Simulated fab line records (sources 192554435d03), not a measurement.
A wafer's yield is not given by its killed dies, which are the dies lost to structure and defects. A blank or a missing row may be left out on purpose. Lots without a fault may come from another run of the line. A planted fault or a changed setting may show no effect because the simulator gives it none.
fab line records | flow n5-finfet
record: lots: 7 wafers: 39
route steps=1938 shown BEOL_M14@1716
start-h: the number of hours between the record's first day and the start of the first shown wafer of the lot | wait-h: hours since the lot's step before | " as in the row above | L1.1+2: a single row standing in for several wafers | - either no value or no given start | * or withheld: withheld | < > ~ a bound
route shown NAME@n: names a module that has steps shown in the file, with the first one's number in the route | usual: the fault-free wafers' mean and standard deviation | same: alike in all rows | chamber/n: place in a boat | sites: readings site by site | _std_site: the standard deviation of these | _edge_site: the outer-site mean with the inner-site mean subtracted | radius-mm: how far each site lies from the wafer's centre | mask NAME#n: copy n | behind: the most recent tool/chamber to have shaped the wafer | hold: why the lot went on hold/how many hours it stayed there/how the hold came to an end | device: names the non-switching transistor (n, p or np) | end of line: tests run on the same wafers once the route is complete | for a step that has no rows: nothing shown but its recipe | killed: dies lost to structure and defects at the first sort, not the wafer's yield | map: per-die view of a wafer (x killed, . not killed, _ where there is no die)
set.NAME: the setting as run; set.NAME@STEP: as run at that earlier step | model.NAME: the simulator's own value behind a step, which no gauge read
lots where settings were altered on purpose, with a table for each step and a row for each wafer
== steps ==
step: N5_BEOL_M14_ILD_DEP_00
recipe: material: SiO2 target-thk-a: 11193 temp-c: 400 precursor: TEOS/O2 pressure-torr: 6.5 rf-w: 900 teos-flow-sccm: 161.4 gas: O2 flow-sccm: 2650 time-s: 237.4
columns lot.wafer tool chamber start-h wait-h set.time-s model.SiO2_of_BEOL_M14_ILD_DEP_00.thk-nm
L076.3 pecvd-02 1 285.65 0.0 237.4 1106
L076.5 " 1 " " 237.4 1135
L076.6 " 2 " " 237.4 1139
L077.1 pecvd-03 0 285.86 0.0 371.6 1747
L077.2 " 2 " " 371.6 1749
L077.3 " 1 " " 237.4 1107
L077.4 " 0 " " 371.6 1784
L077.5 " 2 " " 237.4 1137
L077.6 " 1 " " 237.4 1131
L083.1 pecvd-02 2 318.03 0.0 237.4 1106
L083.2 " 0 " " 237.4 1108
L083.3 " 2 " " 358 1688
L083.4 " 0 " " 358 1665
L083.5 " 0 " " 237.4 1112
L083.6 " 2 " " 358 1701
L088.1 pecvd-04 2 351.65 0.0 237.4 1107
L088.2 " 1 " " 325.9 1541
L088.3 " 0 " " 237.4 1114
L088.4 " 0 " " 237.4 1123
L088.5 " 2 " " 325.9 1554
L088.6 " 1 " " 325.9 1552
L096.1 pecvd-03 0 395.28 0.0 109.9 507.2
L096.2+5 " 2,1 " " 237.4 1122
L096.3 " 1 " " 109.9 505.8
L096.4 " 2 " " 237.4 1121
L096.6 " 0 " " 109.9 513.2
L095.1 pecvd-03 1 395.59 0.0 237.4 1090
L095.2 " 2 " " 237.4 1111
L095.3 " 0 " " 237.4 1099
L095.4+5 " 0,1 " " 237.4 1120
L095.6 " 2 " " 237.4 1133
L097.1 pecvd-03 1 400.31 0.0 237.4 1096
L097.2 " 0 " " 237.4 1106
L097.3 " 2 " " 237.4 1131
L097.4 " 2 " " 237.4 1147
L097.5 " 0 " " 237.4 1133
L097.6 " 1 " " 237.4 1114
step: N5_BEOL_M14_THK_MEAS_01
recipe: reads: SiO2_of_BEOL_M14_ILD_DEP_00
usual: M14_ILD_THK: 1121/14
columns lot.wafer tool chamber start-h wait-h set.time-s@BEOL_M14_ILD_DEP_00 M14_ILD_THK[nm]
L076.3 film-metro-02 - 285.84 0.1 237.4 1107
L076.5 " - " " 237.4 1136
L076.6 " - " " 237.4 1139
L077.1 film-metro-02 - 286.05 0.1 371.6 1745
L077.2 " - " " 371.6 1750
L077.3 " - " " 237.4 1106
L077.4 " - " " 371.6 1783
L077.5 " - " " 237.4 1136
L077.6 " - " " 237.4 1132
L083.1 film-metro-02 - 318.30 0.2 237.4 1106
L083.2 " - " " 237.4 1107
L083.3 " - " " 358 1688
L083.4 " - " " 358 1665
L083.5 " - " " 237.4 1112
L083.6 " - " " 358 1702
L088.1 film-metro-02 - 351.84 0.1 237.4 1106
L088.2 " - " " 325.9 1540
L088.3 " - " " 237.4 1114
L088.4 " - " " 237.4 1122
L088.5 " - " " 325.9 1554
L088.6 " - " " 325.9 1552
L096.1 film-metro-02 - 395.47 0.1 109.9 507
L096.2 " - " " 237.4 1121
L096.3 " - " " 109.9 506
L096.4 " - " " 237.4 1122
L096.5 " - " " 237.4 1122
L096.6 " - " " 109.9 513
L095.1 film-metro-01 - 395.78 0.1 237.4 1090
L095.2 " - " " 237.4 1111
L095.3 " - " " 237.4 1099
L095.4 " - " " 237.4 1121
L095.5 " - " " 237.4 1120
L095.6 " - " " 237.4 1134
L097.1 film-metro-01 - 400.50 0.1 237.4 1096
L097.2 " - " " 237.4 1107
L097.3 " - " " 237.4 1131
L097.4 " - " " 237.4 1147
L097.5 " - " " 237.4 1133
L097.6 " - " " 237.4 1114
step: N5_BEOL_M14_COAT_58
recipe: resist: BARC temp-c: 205 time-s: 60 spin-rpm: 1500 resist-thk-nm: 89
step: N5_BEOL_M14_COAT_04
recipe: spin-rpm: 1704 resist-thk-nm: 800
step: N5_BEOL_M14_DESCUM_15
recipe: chemistry: O2 time-s: 7.9 source-power-w: 50 bias-power-w: 20 pressure-mtorr: 20 rf-frequency-hz: 2.712e+07 temp-c: 40 o2-flow-sccm: 225
step: N5_BEOL_M14_ETCH_59
recipe: chemistry: N2/H2 target: BARC target-depth-a: 890 overetch-a: 267 time-s: 67.9 ion-energy-ev: 200 pressure-mtorr: 30 source-w: 840 bias-w: 150 n2-flow-sccm: 200 h2-flow-sccm: 200
step: N5_BEOL_M14_VIA_ETCH_16
recipe: chemistry: C4F8/O2/Ar target: SiO2 he-inner-torr: 15 he-outer-torr: 30 target-depth-a: 12313 time-s: withheld ion-energy-ev: 800 pressure-mtorr: 20 source-w: 1905 bias-w: 2040 Ar_flow_sccm: 400 C4F8_flow_sccm: 16 O2_flow_sccm: 12 ends: cleared
columns lot.wafer tool chamber start-h wait-h set.time-s@BEOL_M14_ILD_DEP_00 model.etch.depth-nm model.coat_of_BEOL_M14_COAT_04.thk-nm
L076.3 rie-diel-02 3 286.32 0.0 * 1106 451.4
L076.5 " 1 " " * 1135 456.8
L076.6 " 2 " " * 1139 450
L077.1 rie-diel-02 2 286.67 0.0 * 1747 301.2
L077.2 " 1 " " * 1749 310.2
L077.3 " 3 " " * 1107 447.6
L077.4 " 0 " " * 1784 297
L077.5 " 1 " " * 1137 452
L077.6 " 2 " " * 1131 447.2
L083.1 rie-diel-05 2 318.78 0.0 * 1106 459
L083.2 " 0 " " * 1108 455.6
L083.3 " 3 " " * 1688 309.4
L083.4 " 3 " " * 1665 313
L083.5 " 0 " " * 1112 452
L083.6 " 2 " " * 1701 319.6
L088.1 rie-diel-01 2 352.45 0.0 * 1107 459
L088.2 " 0 " " * 1541 361
L088.3 " 1 " " * 1114 449
L088.4 " 1 " " * 1123 447.6
L088.5 " 2 " " * 1554 353.8
L088.6 " 0 " " * 1552 361.4
L096.1 rie-diel-02 3 396.17 0.0 * 507.2 592.6
L096.2 " 1 " " * 1122 455.8
L096.3 " 2 " " * 505.8 595.2
L096.4 " 0 " " * 1121 455.4
L096.5 " 0 " " * 1122 453.6
L096.6 " 3 " " * 513.2 590.6
L095.1 rie-diel-01 1 396.31 0.0 * 1090 456.4
L095.2 " 3 " " * 1111 455.4
L095.3 " 2 " " * 1099 461.4
L095.4 " 3 " " * 1120 453.8
L095.5 " 2 " " * 1120 455.2
L095.6 " 1 " " * 1133 448.6
L097.1 rie-diel-05 0 400.98 0.0 * 1096 462
L097.2 " 2 " " * 1106 461
L097.3 " 3 " " * 1131 445
L097.4 " 2 " " * 1147 452
L097.5 " 0 " " * 1133 454.2
L097.6 " 3 " " * 1114 449.8
step: N5_BEOL_M14_STRIP_63
recipe: chemistry: O2 power-w: 600 temp-c: 60 pressure-mtorr: 30 rf-frequency-hz: 6e+07 bias-power-w: 0 overash-fraction: 0.3 o2-flow-sccm: 225
step: N5_BEOL_M14_STRIP_64
recipe: chemistry: O2 power-w: 600 temp-c: 60 pressure-mtorr: 30 rf-frequency-hz: 6e+07 bias-power-w: 0 overash-fraction: 0.3 o2-flow-sccm: 225
step: N5_BEOL_M14_STRIP_71
recipe: chemistry: post-etch-residue-remover time-s: 60 temp-c: 25 remover-ph: withheld remover-water-wt-pct: withheld remover-fluoride-wt-pct: withheld
step: N5_BEOL_M14_SRD_72
recipe: time-s: 30 temp-c: 23 rinse-liquid: diw dry: n2-spin spin-rpm: 1500 dry-time-s: 30
step: N5_BEOL_M14_CD_MEAS_17
recipe: target-cd-nm: 250 polarity: opening
usual: cd-nm: 250.3/1.9
columns lot.wafer tool chamber start-h wait-h set.time-s@BEOL_M14_ILD_DEP_00 cd-nm
L076.3 cd-sem-03 - 286.67 0.0 237.4 252.4
L076.5 " - " " 237.4 249.2
L076.6 " - " " 237.4 252.1
L077.1 cd-sem-01 - 287.02 0.0 371.6 255.6
L077.2 " - " " 371.6 254.7
L077.3 " - " " 237.4 250.6
L077.4 " - " " 371.6 256.8
L077.5 " - " " 237.4 248.3
L077.6 " - " " 237.4 250.0
L083.1 cd-sem-02 - 319.13 0.0 237.4 251.1
L083.2 " - " " 237.4 250.6
L083.3 " - " " 358 257.2
L083.4 " - " " 358 256.1
L083.5 " - " " 237.4 251.9
L083.6 " - " " 358 257.4
L088.1 cd-sem-03 - 352.80 0.0 237.4 248.8
L088.2 " - " " 325.9 251.2
L088.3 " - " " 237.4 248.2
L088.4 " - " " 237.4 249.9
L088.5 " - " " 325.9 255.9
L088.6 " - " " 325.9 251.4
L096.1 cd-sem-02 - 396.52 0.0 109.9 243.1
L096.2 " - " " 237.4 247.9
L096.3 " - " " 109.9 243.1
L096.4 " - " " 237.4 249.3
L096.5 " - " " 237.4 249.4
L096.6 " - " " 109.9 241.8
L095.1 cd-sem-01 - 396.66 0.0 237.4 250.9
L095.2 " - " " 237.4 251.9
L095.3 " - " " 237.4 248.1
L095.4 " - " " 237.4 252.4
L095.5 " - " " 237.4 249.8
L095.6 " - " " 237.4 250.4
L097.1 cd-sem-01 - 401.33 0.0 237.4 252.0
L097.2 " - " " 237.4 251.0
L097.3 " - " " 237.4 250.2
L097.4 " - " " 237.4 251.0
L097.5 " - " " 237.4 249.6
L097.6 " - " " 237.4 250.3
step: N5_BEOL_M14_ETCH_68
recipe: chemistry: N2/H2 target: SOC mask-material: SiARC source-w: 3000 bias-w: 350 temp-c: 40 time-s: 450 ion-energy-ev: 200 pressure-mtorr: 30 n2-flow-sccm: 200 h2-flow-sccm: 200
columns lot.wafer tool chamber start-h wait-h set.target-depth-a model.SiARC_of_BEOL_M14_COAT_66.thk-nm
L076.3 rie-diel-01 1 287.39 0.1 9000 64.8
L076.5 " 3 " " 9000 64.6
L076.6 " 0 " " 9000 66
L077.1 rie-diel-05 0 287.74 0.1 3925 90.2
L077.2 " 3 " " 9000 65
L077.3+6 " 1,2 " " 9000 65.8
L077.4 " 2 " " 3925 91.2
L077.5 " 3 " " 3925 90.8
L083.1+4 rie-diel-02 2 319.95 0.1 9000 65.2
L083.2 " 1 " " 9000 65
L083.3 " 1 " " 6920 75.4
L083.5 " 1 " " 6920 75.8
L083.6 " 2 " " 6920 75.6
L088.1 rie-diel-01 0 353.80 0.1 9000 66.4
L088.2 " 1 " " 9000 64.6
L088.3 " 2 " " 9000 65.4
L088.4 " 1 " " 7320 72
L088.5 " 2 " " 7320 73.2
L088.6 " 0 " " 7320 74.8
L096.1+2 rie-diel-02 0,2 397.24 0.1 4146 89.4
L096.3 " 1 " " 9000 64.2
L096.4 " 3 " " 9000 63.2
L096.5 " 3 " " 4146 89
L096.6 " 0 " " 9000 65.2
L095.1 rie-diel-05 3 397.28 0.1 9000 64.8
L095.2 " 2 " " 9000 64.6
L095.3 " 0 " " 9000 64.2
L095.4 " 2 " " 4800 86
L095.5 " 0 " " 4800 85
L095.6 " 3 " " 4800 85.6
L097.1 rie-diel-01 1 403.32 0.1 9000 64.4
L097.2 " 2 " " 9000 64.2
L097.3 " 3 " " 5115 84.4
L097.4 " 3 " " 5115 84.2
L097.5 " 2 " " 9000 64
L097.6 " 1 " " 5115 83.8
== key ==
split: step: N5_BEOL_M14_ILD_DEP_00 setting: time-s stated: 237.4 by: wafer
response: step: N5_BEOL_M14_ILD_DEP_00 reading: model.SiO2_of_BEOL_M14_ILD_DEP_00.thk-nm change: +11.4 per: 1% r: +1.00
response: step: N5_BEOL_M14_THK_MEAS_01 reading: M14_ILD_THK change: +11.4 per: 1% r: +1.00
response: step: N5_BEOL_M14_VIA_ETCH_16 reading: model.etch.depth-nm change: +11.4 per: 1% r: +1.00
response: step: N5_BEOL_M14_VIA_ETCH_16 reading: model.coat_of_BEOL_M14_COAT_04.thk-nm change: -2.62 per: 1% r: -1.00
response: step: N5_BEOL_M14_CD_MEAS_17 reading: cd-nm change: +0.11 per: 1% r: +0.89
split: step: N5_BEOL_M14_ETCH_68 setting: target-depth-a stated: 9000 by: wafer
response: step: N5_BEOL_M14_ETCH_68 reading: model.SiARC_of_BEOL_M14_COAT_66.thk-nm change: -0.454 per: 1% r: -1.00
